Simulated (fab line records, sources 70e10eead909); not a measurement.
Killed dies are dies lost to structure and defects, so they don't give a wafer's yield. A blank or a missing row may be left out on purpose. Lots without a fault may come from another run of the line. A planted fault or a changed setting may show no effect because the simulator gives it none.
Which tool did it? | flow nand_harc | 11 lots, 33 wafers sampled, at 5 steps of a route of 1159

WHAT THE GAUGES READ, wafer by wafer
NHARC_END_SORT_01. Usual: killed_at_array 25, standard deviation 7.8; killed_at_other 0.6, standard deviation 0.81; killed_at_periphery 3.3, standard deviation 2.2; killed_dies 29, standard deviation 8.2; killed_open 3.5, standard deviation 1.9; killed_short 1.8, standard deviation 1.3.
lot  | measured     | on        | killed_at_array | killed_at_other | killed_at_periphery | killed_dies | killed_open | killed_short | flag
L975 | day 21 11:03 | prober-01 | 29 673 26       | 0 0 2           | 6 4 4               | 35 677 32   | 5 6 2       | 0 1 5        | OFF

WHICH TOOL RAN EACH LOT (tool, then ch and the chambers of the sampled wafers, then the start)
lot  | NHARC_A_STAIRCASE_TRIM_20          | NHARC_A_STAIRCASE_ETCH_23                     | NHARC_A_STAIRCASE_ETCH_188         | NHARC_A_STAIRCASE_TRIM_193
L965 | rie_diel-07 ch 1,2, day 10 06:49   | rie_diel-07 ch 0,1, day 10 09:53 or earlier   | rie_diel-06 ch 1,3, day 10 09:53   | rie_diel-06 ch 1,3, no start
L970 | rie_diel-06 ch 0,1,3, day 11 19:38 | rie_diel-06 ch 0,2, day 11 22:29 or earlier   | rie_diel-06 ch 0,1,3, day 11 22:29 | rie_diel-06 ch 1,3, no start
L968 | rie_diel-07 ch 1,3, day 11 20:01   | rie_diel-07 ch 0,2, day 11 22:50 or earlier   | rie_diel-07 ch 0,1,3, day 11 22:50 | rie_diel-07 ch 0,2,3, no start
L969 | rie_diel-13 ch 1,2,3, day 12 00:56 | rie_diel-13 ch 0,2,3, day 12 03:44 or earlier | rie_diel-13 ch 0,1,2, day 12 03:44 | rie_diel-13 ch 0,1, no start
L975 | rie_diel-13 ch 0,1,3, day 13 03:36 | rie_diel-13 ch 1,3, day 13 06:52 or earlier   | rie_diel-07 ch 0,2,3, day 13 06:52 | rie_diel-07 ch 0,1,2, day 21 11:03 or earlier
L976 | rie_diel-06 ch 0,3, day 14 04:22   | rie_diel-06 ch 0,1,3, day 14 07:21 or earlier | rie_diel-13 ch 0,1, day 14 07:21   | rie_diel-13 ch 1,3, no start
L982 | rie_diel-06 ch 0,1,3, day 14 16:08 | rie_diel-06 ch 1,2,3, day 14 19:12 or earlier | rie_diel-13 ch 0,1, day 14 19:12   | rie_diel-13 ch 0,1,3, no start
L981 | rie_diel-07 ch 2,3, day 14 21:51   | rie_diel-07 ch 0,1,3, day 15 01:14 or earlier | rie_diel-06 ch 0,2, day 15 01:14   | rie_diel-06 ch 0,3, no start
L983 | rie_diel-13 ch 0,1,3, day 15 01:51 | rie_diel-13 ch 0,1, day 15 04:48 or earlier   | rie_diel-13 ch 0,1, day 15 04:48   | rie_diel-13 ch 0,3, no start
L984 | rie_diel-07 ch 1,2,3, day 16 00:12 | rie_diel-07 ch 0,1,2, day 16 03:28 or earlier | rie_diel-06 ch 2,3, day 16 03:28   | rie_diel-06 ch 0,2,3, no start
L987 | rie_diel-06 ch 2,3, day 16 08:19   | rie_diel-06 ch 0,2, day 16 11:41 or earlier   | rie_diel-07 ch 0,2,3, day 16 11:41 | rie_diel-07 ch 1,3, no start
- NHARC_A_STAIRCASE_TRIM_20: chemistry O2, time 211.2 s.
- NHARC_A_STAIRCASE_ETCH_23: etches the open film in C4F8/O2, target depth 100 nm, time 40.5 s.
- NHARC_A_STAIRCASE_ETCH_188: etches the open film in C4F8/O2, target depth 100 nm, time 40.5 s.
- NHARC_A_STAIRCASE_TRIM_193: chemistry O2, time 211.2 s.

WHAT THE TOOLS THEMSELVES READ (means of the sampled wafers that have a number; where no wafer has one, the mark that the record gives instead)
NHARC_A_STAIRCASE_TRIM_20. Usual: drypump_motor_current_A 5.7 A, standard deviation 0.39; o2_flow_sccm 500.2 sccm, standard deviation 1.4; oes_product_au 0.992 a.u., standard deviation 0.013; rf_vpp_V 57.9 V, standard deviation 0.88; showerhead_plenum_p_Torr 3.58 Torr, standard deviation 0.15; throttle_valve_pct 17.037 %, standard deviation 0.0084.
lot  | tool        | drypump_motor_current_A (A) | o2_flow_sccm (sccm) | oes_product_au (a.u.) | rf_vpp_V (V) | showerhead_plenum_p_Torr (Torr) | throttle_valve_pct (%) | flag
L965 | rie_diel-07 | 6.0                         | 501.9               | 1.002                 | 57.5         | 3.47                            | 17.036                 |
L970 | rie_diel-06 | 5.4                         | 499.2               | 0.988                 | 57.7         | 3.58                            | 17.033                 |
L968 | rie_diel-07 | 5.8                         | 500.9               | 1.002                 | 57.4         | 3.59                            | 17.038                 |
L969 | rie_diel-13 | 5.7                         | 500.3               | 0.991                 | 57.7         | 3.44                            | 17.035                 |
L975 | rie_diel-13 | 5.8                         | 499.2               | 0.985                 | 57.7         | 3.55                            | 17.034                 |
L976 | rie_diel-06 | 5.3                         | 499.6               | 0.998                 | 57.4         | 3.62                            | 17.037                 |
L982 | rie_diel-06 | 5.4                         | 500.6               | 0.997                 | 57.3         | 3.56                            | 17.026                 |
L981 | rie_diel-07 | 6.1                         | 499.2               | 0.991                 | 58.7         | 3.72                            | 17.029                 |
L983 | rie_diel-13 | 5.8                         | 500.7               | 0.988                 | 58.1         | 3.54                            | 17.034                 |
L984 | rie_diel-07 | 6.0                         | 500.5               | 0.999                 | 57.7         | 3.64                            | 17.044                 |
L987 | rie_diel-06 | 5.3                         | 497.8               | 0.999                 | 57.5         | 3.68                            | 17.033                 |

NHARC_A_STAIRCASE_ETCH_23. Usual: bias_w 999.9 W, standard deviation 2.8; oes_product_au 0.936 a.u., standard deviation 0.014; rf_vpp_V 898 V, standard deviation 5.7; run_length_s 61.86 s, standard deviation 0.29.
lot  | tool        | bias_w (W) | oes_product_au (a.u.) | rf_vpp_V (V) | run_length_s (s) | flag
L965 | rie_diel-07 | 1003.5     | 0.917                 | 901          | 62.06            |
L970 | rie_diel-06 | 997.7      | 0.957                 | 901          | 61.97            |
L968 | rie_diel-07 | 997.6      | 0.922                 | 903          | 61.98            |
L969 | rie_diel-13 | 999.4      | 0.943                 | 890          | 61.61            |
L975 | rie_diel-13 | 1002.3     | 0.928                 | 890          | 61.83            |
L976 | rie_diel-06 | 999.4      | 0.933                 | 898          | 61.78            |
L982 | rie_diel-06 | 1000.7     | 0.922                 | 899          | 61.82            |
L981 | rie_diel-07 | 999.7      | 0.940                 | 900          | 62.02            |
L983 | rie_diel-13 | 1002.2     | 0.938                 | 903          | 61.79            |
L984 | rie_diel-07 | 1000.7     | 0.933                 | 900          | 61.93            |
L987 | rie_diel-06 | 999.1      | 0.942                 | 901          | 62.16            |

NHARC_A_STAIRCASE_ETCH_188. Usual: bias_w 999 W, standard deviation 3.3; oes_product_au 0.934 a.u., standard deviation 0.016; rf_vpp_V 899 V, standard deviation 4.7; run_length_s 61.93 s, standard deviation 0.28.
lot  | tool        | bias_w (W) | oes_product_au (a.u.) | rf_vpp_V (V) | run_length_s (s) | flag
L965 | rie_diel-06 | 1002       | 0.930                 | 899          | 61.71            |
L970 | rie_diel-06 | 1001       | 0.933                 | 898          | 61.79            |
L968 | rie_diel-07 | 998        | 0.910                 | 900          | 62.07            |
L969 | rie_diel-13 | 1001       | 0.943                 | 892          | 61.51            |
L975 | rie_diel-07 | 999        | 0.952                 | 903          | 57.83            | OFF
L976 | rie_diel-13 | 999        | 0.944                 | 903          | 61.70            |
L982 | rie_diel-13 | 998        | 0.937                 | 902          | 61.73            |
L981 | rie_diel-06 | 997        | 0.944                 | 900          | 61.83            |
L983 | rie_diel-13 | 1000       | 0.930                 | 903          | 62.01            |
L984 | rie_diel-06 | 998        | 0.936                 | 901          | 61.71            |
L987 | rie_diel-07 | 999        | 0.926                 | 902          | 62.15            |

NHARC_A_STAIRCASE_TRIM_193. Usual: drypump_motor_current_A 5.7 A, standard deviation 0.38; o2_flow_sccm 499.9 sccm, standard deviation 1.5; oes_product_au 0.995 a.u., standard deviation 0.012; rf_vpp_V 57.9 V, standard deviation 0.91; showerhead_plenum_p_Torr 3.61 Torr, standard deviation 0.14; throttle_valve_pct 17.035 %, standard deviation 0.0091.
lot  | tool        | drypump_motor_current_A (A) | o2_flow_sccm (sccm) | oes_product_au (a.u.) | rf_vpp_V (V) | showerhead_plenum_p_Torr (Torr) | throttle_valve_pct (%) | flag
L965 | rie_diel-06 | 5.1                         | 500.0               | 0.991                 | 58.3         | 3.61                            | 17.036                 |
L970 | rie_diel-06 | 5.4                         | 498.5               | 0.986                 | 57.9         | 3.53                            | 17.034                 |
L968 | rie_diel-07 | 5.8                         | 500.2               | 1.003                 | 59.0         | 3.70                            | 17.046                 |
L969 | rie_diel-13 | 6.0                         | 501.0               | 0.999                 | 57.2         | 3.36                            | 17.037                 |
L975 | rie_diel-07 | 5.8                         | 499.3               | 0.985                 | 58.1         | 3.69                            | 17.037                 |
L976 | rie_diel-13 | 5.7                         | 500.4               | 0.987                 | 57.3         | 3.37                            | 17.027                 |
L982 | rie_diel-13 | 5.8                         | 499.1               | 0.999                 | 57.9         | 3.54                            | 17.032                 |
L981 | rie_diel-06 | 5.4                         | 499.9               | 1.003                 | 57.4         | 3.62                            | 17.039                 |
L983 | rie_diel-13 | 5.6                         | 501.1               | 0.993                 | 57.0         | 3.46                            | 17.029                 |
L984 | rie_diel-06 | 5.3                         | 500.0               | 0.997                 | 58.6         | 3.65                            | 17.033                 |
L987 | rie_diel-07 | 5.8                         | 500.3               | 1.016                 | 57.5         | 3.57                            | 17.039                 |

THE ANSWER, worked out from the rows above alone
Rule: a lot is off if the mean of its wafers that have a number lies more than 3 standard deviations from the usual mean. A lot without any number at a reading at which 4 lots or more have one is off too. The other lots that the step has rows for count as sound. The gauges are gone through in route order, then the tools' own readings, and for those a lot's mean is taken as printed above. The first step at which some lot is off is used, and at that step the reading that is off furthest; a lot without a number counts as furthest.
Off: L975, at NHARC_END_SORT_01 (killed_at_array). Neither off nor sound, because the step has no rows for them: L965, L970, L968, L969, L976, L982, L981, L983, L984, L987.
A tool fits if, at a process step before that reading, it ran every lot that is off, and no sound lot after the first of them. The gauges at NHARC_END_SORT_01 aren't tried: what is off there is off at NHARC_A_STAIRCASE_ETCH_188 too, on other tools, and a gauge's error can't cause that. NHARC_A_STAIRCASE_ETCH_23 gives no start for some lots, so the hours and the order of its lots are those of NHARC_A_STAIRCASE_ETCH_188. NHARC_A_STAIRCASE_TRIM_193 gives no start for some lots, so the hours and the order of its lots are those of NHARC_END_SORT_01. Can't be told from this: 2 tools fit, rie_diel-13 at NHARC_A_STAIRCASE_TRIM_20 and NHARC_A_STAIRCASE_ETCH_23, rie_diel-07 at NHARC_A_STAIRCASE_ETCH_188 and NHARC_A_STAIRCASE_TRIM_193.

WHAT THE SIMULATOR HAD PUT IN
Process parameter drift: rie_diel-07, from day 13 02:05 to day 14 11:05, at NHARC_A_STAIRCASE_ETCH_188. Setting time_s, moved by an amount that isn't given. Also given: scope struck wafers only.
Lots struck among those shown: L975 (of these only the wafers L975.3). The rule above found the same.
